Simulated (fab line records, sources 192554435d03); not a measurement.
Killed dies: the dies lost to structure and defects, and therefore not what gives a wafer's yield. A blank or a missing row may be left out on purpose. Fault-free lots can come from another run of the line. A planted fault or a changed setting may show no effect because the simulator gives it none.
Chamber matching / flow n5-finfet / rie-diel-04 running N5_MOL_CONTACT_COAG_STRIP_72: 4 sister chambers
The step strips in N2/H2. 20 wafers are shown with their chamber, then 10 later ones without.

## WAFERS, EACH WITH ITS CHAMBER
wafer=L074.1; chamber=1; drypump-motor-current-A (A)=5.94; throttle-valve-pct (%)=23.40; showerhead-plenum-p-Torr (Torr)=2.43
wafer=L074.2; chamber=2; drypump-motor-current-A (A)=5.40; throttle-valve-pct (%)=23.28; showerhead-plenum-p-Torr (Torr)=2.50
wafer=L074.6; chamber=3; drypump-motor-current-A (A)=5.21; throttle-valve-pct (%)=23.80; showerhead-plenum-p-Torr (Torr)=2.56
wafer=L077.2; chamber=2; drypump-motor-current-A (A)=5.41; throttle-valve-pct (%)=23.29; showerhead-plenum-p-Torr (Torr)=2.50
wafer=L077.3; chamber=0; drypump-motor-current-A (A)=5.53; throttle-valve-pct (%)=23.88; showerhead-plenum-p-Torr (Torr)=2.53
wafer=L077.5; chamber=3; drypump-motor-current-A (A)=5.21; throttle-valve-pct (%)=23.78; showerhead-plenum-p-Torr (Torr)=2.55
wafer=L078.3; chamber=1; drypump-motor-current-A (A)=5.92; throttle-valve-pct (%)=23.37; showerhead-plenum-p-Torr (Torr)=2.42
wafer=L078.4; chamber=2; drypump-motor-current-A (A)=5.40; throttle-valve-pct (%)=23.28; showerhead-plenum-p-Torr (Torr)=2.50
wafer=L078.6; chamber=0; drypump-motor-current-A (A)=5.56; throttle-valve-pct (%)=23.86; showerhead-plenum-p-Torr (Torr)=2.53
wafer=L079.1; chamber=1; drypump-motor-current-A (A)=5.93; throttle-valve-pct (%)=23.37; showerhead-plenum-p-Torr (Torr)=2.42
wafer=L079.3; chamber=0; drypump-motor-current-A (A)=5.50; throttle-valve-pct (%)=23.88; showerhead-plenum-p-Torr (Torr)=2.52
wafer=L079.4; chamber=2; drypump-motor-current-A (A)=5.40; throttle-valve-pct (%)=23.27; showerhead-plenum-p-Torr (Torr)=2.50
wafer=L085.1; chamber=3; drypump-motor-current-A (A)=5.21; throttle-valve-pct (%)=23.78; showerhead-plenum-p-Torr (Torr)=2.55
wafer=L085.2; chamber=2; drypump-motor-current-A (A)=5.41; throttle-valve-pct (%)=23.32; showerhead-plenum-p-Torr (Torr)=2.49
wafer=L085.6; chamber=1; drypump-motor-current-A (A)=5.96; throttle-valve-pct (%)=23.39; showerhead-plenum-p-Torr (Torr)=2.42
wafer=L086.2; chamber=2; drypump-motor-current-A (A)=5.41; throttle-valve-pct (%)=23.28; showerhead-plenum-p-Torr (Torr)=2.49
wafer=L086.3; chamber=3; drypump-motor-current-A (A)=5.22; throttle-valve-pct (%)=23.86; showerhead-plenum-p-Torr (Torr)=2.55
wafer=L086.4; chamber=0; drypump-motor-current-A (A)=5.53; throttle-valve-pct (%)=23.86; showerhead-plenum-p-Torr (Torr)=2.52
wafer=L089.2; chamber=3; drypump-motor-current-A (A)=5.18; throttle-valve-pct (%)=23.80; showerhead-plenum-p-Torr (Torr)=2.54
wafer=L089.4; chamber=1; drypump-motor-current-A (A)=5.93; throttle-valve-pct (%)=23.38; showerhead-plenum-p-Torr (Torr)=2.41

SIGNATURES (means of the wafers above)
reading=drypump-motor-current-A; chamber 0=5.5300; chamber 1=5.9360; chamber 2=5.4050; chamber 3=5.2060; scatter within a chamber=0.0154
reading=throttle-valve-pct; chamber 0=23.8700; chamber 1=23.3820; chamber 2=23.2867; chamber 3=23.8040; scatter within a chamber=0.0208
reading=showerhead-plenum-p-Torr; chamber 0=2.5250; chamber 1=2.4200; chamber 2=2.4967; chamber 3=2.5500; scatter within a chamber=0.00629
Rule: for a wafer and a chamber, the distance is found by dividing, reading by reading, the gap between the wafer's reading and the chamber's mean by the reading's scatter, squaring, summing and taking the root. If the next closest chamber is less than 2 further off than the closest, the wafer can't be placed; otherwise it belongs to the closest. How the scatter is found: for the shown wafers, subtract from each reading the mean of its chamber, square and add these, divide the total by (wafers less chambers), then take the root.

## WAFERS WITH NO CHAMBER GIVEN
wafer=L089.5; drypump-motor-current-A (A)=5.53; throttle-valve-pct (%)=23.94; showerhead-plenum-p-Torr (Torr)=2.52
wafer=L090.1; drypump-motor-current-A (A)=5.91; throttle-valve-pct (%)=23.42; showerhead-plenum-p-Torr (Torr)=2.41
wafer=L090.2; drypump-motor-current-A (A)=5.24; throttle-valve-pct (%)=23.83; showerhead-plenum-p-Torr (Torr)=2.54
wafer=L090.4; drypump-motor-current-A (A)=5.90; throttle-valve-pct (%)=23.40; showerhead-plenum-p-Torr (Torr)=2.41
wafer=L091.2; drypump-motor-current-A (A)=5.93; throttle-valve-pct (%)=23.45; showerhead-plenum-p-Torr (Torr)=2.41
wafer=L091.4; drypump-motor-current-A (A)=5.53; throttle-valve-pct (%)=23.90; showerhead-plenum-p-Torr (Torr)=2.52
wafer=L091.5; drypump-motor-current-A (A)=5.92; throttle-valve-pct (%)=23.39; showerhead-plenum-p-Torr (Torr)=2.41
wafer=L092.1; drypump-motor-current-A (A)=5.56; throttle-valve-pct (%)=23.90; showerhead-plenum-p-Torr (Torr)=2.52
wafer=L092.2; drypump-motor-current-A (A)=5.41; throttle-valve-pct (%)=22.89; showerhead-plenum-p-Torr (Torr)=2.49
wafer=L092.3; drypump-motor-current-A (A)=5.23; throttle-valve-pct (%)=23.81; showerhead-plenum-p-Torr (Torr)=2.54

## CHAMBER TAKEN BY EACH
wafer=L089.5; from the rows above=0; in truth=0
wafer=L090.1; from the rows above=1; in truth=1
wafer=L090.2; from the rows above=3; in truth=3
wafer=L090.4; from the rows above=1; in truth=1
wafer=L091.2; from the rows above=1; in truth=1
wafer=L091.4; from the rows above=0; in truth=0
wafer=L091.5; from the rows above=1; in truth=1
wafer=L092.1; from the rows above=0; in truth=0
wafer=L092.2; from the rows above=2; in truth=2
wafer=L092.3; from the rows above=3; in truth=3
Correct placement for 10 of the 10. From these rows, 0 cannot be placed. Number placed wrongly: 0.
